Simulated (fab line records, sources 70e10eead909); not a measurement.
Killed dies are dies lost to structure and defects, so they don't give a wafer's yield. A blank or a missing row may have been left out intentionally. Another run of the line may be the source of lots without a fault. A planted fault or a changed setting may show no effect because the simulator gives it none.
Code-filled problem report in 8D (eight disciplines) form :: flow nand-harc :: the parts of the form that need people (team, actions taken, sign-off) are left out

1. PROBLEM STATEMENT
oes-product-au at NHARC_A_WL_FILL_ETCHBACK_26 reads a mean of 0.827 a.u. on 3 wafers of 2 lots; wafers without a fault read 0.999 a.u. with a standard deviation of 0.0072. That is -24 standard deviations from the usual mean.
The step: etches the open film in HBr, target depth 52 nm, time 13.3 s.
First seen on wafer L491.2, day 20 10:31, on rie-si-05. At this step, 36 wafers from 12 lots have a number in the record. The rule behind "out" and "out of limits": a value lying over 4 standard deviations away from the usual mean. The rest of the wafers with a number are treated as sound.

2. WHAT THIS IS AND IS NOT
question: which readings at this step
is: oes-product-au
is not: chamber-pressure-mTorr, drypump-motor-current-A, throttle-valve-pct

question: which lots
is: L491, L492
is not: L474, L475, L476, L477, L478, L479, L481, L483, L484, L497

question: which wafers of those lots
is: L491.2, L491.5, L492.2
is not: L491.6, L492.1, L492.4

question: read on which tools
is: rie-si-05
is not: rie-si-02, rie-si-04

question: when
is: from day 20 10:31
is not: up to then (28 sound wafers); but 5 sound wafers of L492, L497 came after

3. WHAT RULES OUT EACH SUSPECT
Counting: if a tool at a process step up to the reading ran every lot that is out, it stays a suspect. Sound lots after the first of them don't rule it out here, since some wafers of a struck lot are sound.
- rie-si-05 at NHARC_A_WL_FILL_ETCHBACK_26 (etches the open film in HBr, target depth 52 nm, time 13.3 s): kept. Ran every lot that is out, first one L491 (day 20 10:31); last sound lot up to then L483 (day 18 05:36). Its own readings are out on those wafers: oes-product-au.
- In rie-si-05 at NHARC_A_WL_FILL_ETCHBACK_26, the wafers that are out were processed in chamber 0 and their sound lot-mates in chambers 1, 2, 3.
The count leaves rie-si-05 at NHARC_A_WL_FILL_ETCHBACK_26.

4. THE CAUSE (what the simulator had put in)
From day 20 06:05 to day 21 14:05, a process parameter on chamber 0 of rie-si-05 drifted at NHARC_A_WL_FILL_ETCHBACK_26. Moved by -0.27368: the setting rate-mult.
The count eliminated every tool but this one.

5. SEQUENCE OF EFFECTS, ordered by route
Each row: a reading whose mean over the struck wafers that have a number lies more than 3 standard deviations from the usual. Readings are gone through only where the record gives a usual standard deviation; hours: the median, over the lots, of the time from a lot's start at the first step in this table giving one to that lot's start at this step; sigmas: the change measured in usual standard deviations.
hours: 0
step: NHARC_A_WL_FILL_ETCHBACK_26
reading: oes-product-au
usual: 0.999 a.u.
on struck wafers: 0.827
change: -0.172
sigmas: -24
Process steps it contains:
- NHARC_A_WL_FILL_ETCHBACK_26: etches the open film in HBr, target depth 52 nm, time 13.3 s.

6. HOW IT WOULD HAVE BEEN CAUGHT EARLIER
In this record no reading fell out of limits until day 20 10:31, 4 hours after the fault had begun at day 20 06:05.
